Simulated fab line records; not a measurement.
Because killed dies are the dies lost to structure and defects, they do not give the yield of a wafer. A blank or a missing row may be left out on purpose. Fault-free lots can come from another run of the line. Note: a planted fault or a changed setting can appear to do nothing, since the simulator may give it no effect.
The same fault as seen by 3 desks | flow n5Finfet | only its own numbers are on each desk; what lay behind them is given at the end

== THE TOOL OWNER'S DESK: epiRpcvd-03 ==
The tool's own readings at N5_PMOS_HMC_CHANNEL_EPI_EPI_26 (deposits Si from SiH4/H2, target thk 3.8 nm, time 22.7 s): means of the sampled wafers that have a number, for each lot that ran on this tool. If a lot's mean is further than 4 standard deviations from the usual mean, the lot is out of limits and carries the mark OUT (the distance appears in the brackets).
Columns: A = chamberPressureTorr at N5_PMOS_HMC_CHANNEL_EPI_EPI_26, usual 20.01 Torr; B = throttleValvePct at N5_PMOS_HMC_CHANNEL_EPI_EPI_26, usual 11.6 %
lot  | first seen here | A     | B
L193 | day 3 01:57     | 19.97 | 11.9
L203 | day 5 14:07     | 19.98 | 12.0
L204 | day 5 19:56     | 20.02 | 11.8
Finding of this desk: none of the 3 lots has anything out of limits.

== THE DEFECT DESK ==
Lot by lot, what the route's inspections counted, given as the mean of those sampled wafers with a number. If a lot's mean is further than 4 standard deviations from the usual mean, the lot is out of limits and carries the mark OUT (the distance appears in the brackets).
Columns: A = rawDefectCount at N5_PMOS_HMC_CHANNEL_EPI_INSPECT_30, usual 20; B = rawDefectCount at N5_FIN_SAQP_INSPECT_18, usual 454
lot  | first seen here | A  | B
L193 | day 3 02:19     | 19 | 338
L198 | day 4 08:34     | 21 | 352
L199 | day 4 14:14     | 17 | 329
L203 | day 5 14:26     | 12 | 388
L204 | day 5 20:18     | 8  | 456
L210 | day 7 08:28     | 31 | 323
Finding of this desk: none of the 6 lots has anything out of limits.

== THE METROLOGY DESK ==
What the gauges read, lot by lot, whatever tool the lot ran on: means of the sampled wafers that have a number. If a lot's mean is further than 4 standard deviations from the usual mean, the lot is out of limits and carries the mark OUT (the distance appears in the brackets).
Columns: A = HMC_CMP_THK at N5_PMOS_HMC_CHANNEL_EPI_THK_MEAS_22, usual 53.9 nm; B = thkNm at N5_FIN_SAQP_THK_MEAS_05, usual 38.0 nm; C = thkNm at N5_FIN_SAQP_THK_MEAS_07, usual 59.9 nm; D = cdNm at N5_FIN_SAQP_CD_MEAS_16, usual 35.66 nm; E = FIN_CORE_OVL at N5_FIN_SAQP_OVL_MEAS_17, usual -0.3 nm
lot  | first seen here | A    | B    | C    | D     | E
L193 | day 3 01:50     | 54.3 | 38.0 | 59.9 | 35.44 | -0.4
L198 | day 4 08:05     | 54.3 | 37.9 | 58.9 | 35.65 | 0.0
L199 | day 4 13:45     | 54.2 | 37.8 | 59.4 | 35.98 | -0.0
L203 | day 5 13:58     | 53.5 | 37.8 | 58.9 | 35.56 | -0.6
L204 | day 5 19:49     | 53.8 | 37.7 | 59.6 | 35.61 | 0.8
L210 | day 7 07:53     | 54.6 | 38.0 | 60.0 | 35.72 | -1.2
Finding of this desk: none of the 6 lots has anything out of limits.

== TAKEN TOGETHER ==
The desk of the tool owner found nothing out of limits.
No out-of-limits result turned up at the defect desk.
From the metrology desk's view, nothing was out of limits.

== WHAT THE SIMULATOR HAD INSERTED ==
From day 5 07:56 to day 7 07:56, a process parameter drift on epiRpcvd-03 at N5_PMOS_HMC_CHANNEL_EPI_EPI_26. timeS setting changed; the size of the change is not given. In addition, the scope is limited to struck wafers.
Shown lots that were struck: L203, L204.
